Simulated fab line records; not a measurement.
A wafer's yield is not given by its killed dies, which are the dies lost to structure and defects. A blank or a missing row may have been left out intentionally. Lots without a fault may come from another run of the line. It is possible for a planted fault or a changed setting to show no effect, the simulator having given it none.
Problem report, 8D (eight disciplines) form, completed by code :: flow n5-finfet :: the parts of the form that need people (team, actions taken, sign-off) are left out

1. WHAT WENT WRONG
killed_at_M0_to_M3 at N5_PASSIVATION_PROBE_49 reads a mean of 173 on 6 wafers of 2 lots; wafers without a fault read 34 with a standard deviation of 9.4. That puts it +15 standard deviations away from the usual mean.
Earliest sighting: wafer L500.1 on prober-01 at day 13 01:31. Wafers with a number at this step in the record: 12, from 4 lots. By rule, "out" or "out of limits" means more than 4 standard deviations away from the usual mean. The other wafers with a number count as sound.

2. WHAT IT IS AND WHAT IT IS NOT
question: which readings at this step
is: killed_at_M0_to_M3, defect-limited-yield, killed-dies, sort-n-pass, sort-yield-pct
is not: killed_at_M4_up, killed-at-contacts, killed-at-front-end, killed-at-other, killed-open, killed-short, sort_bin_4_leakage

question: which lots
is: L500, L501
is not: L495, L512

question: which wafers of those lots
is: all that have a number
is not: -

question: read on which tools
is: prober-01
is not: prober-02

question: when
is: from day 13 01:31
is not: up to then (3 sound wafers); but 3 sound wafers of L512 came after

3. THE SUSPECTS, EACH WITH WHAT RULES IT OUT
Counting: a tool at any process step up to the reading remains a suspect when it ran all the lots that are out and ran no sound lot after the first of those.
- pvd-sputter-02 at N5_BEOL_M2_SPUTTER_81 (material Cu, target thk 4.5 nm, time 8.29 s): kept. All lots that are out passed through it, beginning with L500 at day 7 18:30, and no sound lot followed; its final sound lot before that point was L495 at day 6 20:23.
- prober-01 at N5_PASSIVATION_PROBE_49: kept. All lots that are out passed through it, beginning with L500 at day 13 01:31, and no sound lot followed; its final sound lot before that point was L495 at day 11 21:34. Its own readings are out on those wafers: defect-limited-yield, killed_at_M0_to_M3, killed-dies, sort-n-pass, sort-yield-pct.
After counting, pvd-sputter-02 at N5_BEOL_M2_SPUTTER_81 and prober-01 at N5_PASSIVATION_PROBE_49 remain.

4. THE CAUSE (what the simulator had put in)
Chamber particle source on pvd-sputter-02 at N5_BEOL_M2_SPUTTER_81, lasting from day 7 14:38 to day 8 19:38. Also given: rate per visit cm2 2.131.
This tool is one of the 2 suspects left after counting.

5. SEQUENCE OF EFFECTS, ordered by route
Each row: a reading whose mean over the struck wafers that have a number lies more than 3 standard deviations from the usual. Readings are gone through only where the record gives a usual standard deviation; hours: the median, over the lots, of the time from a lot's start at the first step in this table giving one to that lot's start at this step; sigmas: the change measured in usual standard deviations.
hours: 0
step: N5_PASSIVATION_PROBE_49
reading: defect-limited-yield
usual: 91.3 %
on struck wafers: 80.0
change: -11.3
sigmas: -7.6

hours: 0
step: N5_PASSIVATION_PROBE_49
reading: killed_at_M0_to_M3
usual: 34
on struck wafers: 173
change: +139
sigmas: +15

hours: 0
step: N5_PASSIVATION_PROBE_49
reading: killed-dies
usual: 103
on struck wafers: 236
change: +134
sigmas: +7.9

hours: 0
step: N5_PASSIVATION_PROBE_49
reading: sort_bin_5_function
usual: 5.0 %
on struck wafers: 11.5
change: +6.5
sigmas: +6.6

hours: 0
step: N5_PASSIVATION_PROBE_49
reading: sort-n-pass
usual: 1077
on struck wafers: 944
change: -134
sigmas: -7.9

hours: 0
step: N5_PASSIVATION_PROBE_49
reading: sort-yield-pct
usual: 91.3 %
on struck wafers: 80.0
change: -11.3
sigmas: -7.6
Process steps it contains:
- N5_PASSIVATION_PROBE_49

6. WHAT WOULD HAVE CAUGHT IT SOONER
In this record no reading fell out of limits until day 13 01:31, 131 hours after the fault had begun at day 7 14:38.
Tool readings at N5_BEOL_M2_SPUTTER_81 with a usual standard deviation given in the record: none out on any struck wafer, hence no alarm at a limit of 4 standard deviations on them.
All the lots that are out (2) had begun N5_BEOL_M2_SPUTTER_81 on pvd-sputter-02 by day 13 01:31. Tool hold at that time: it would have spared none of them.
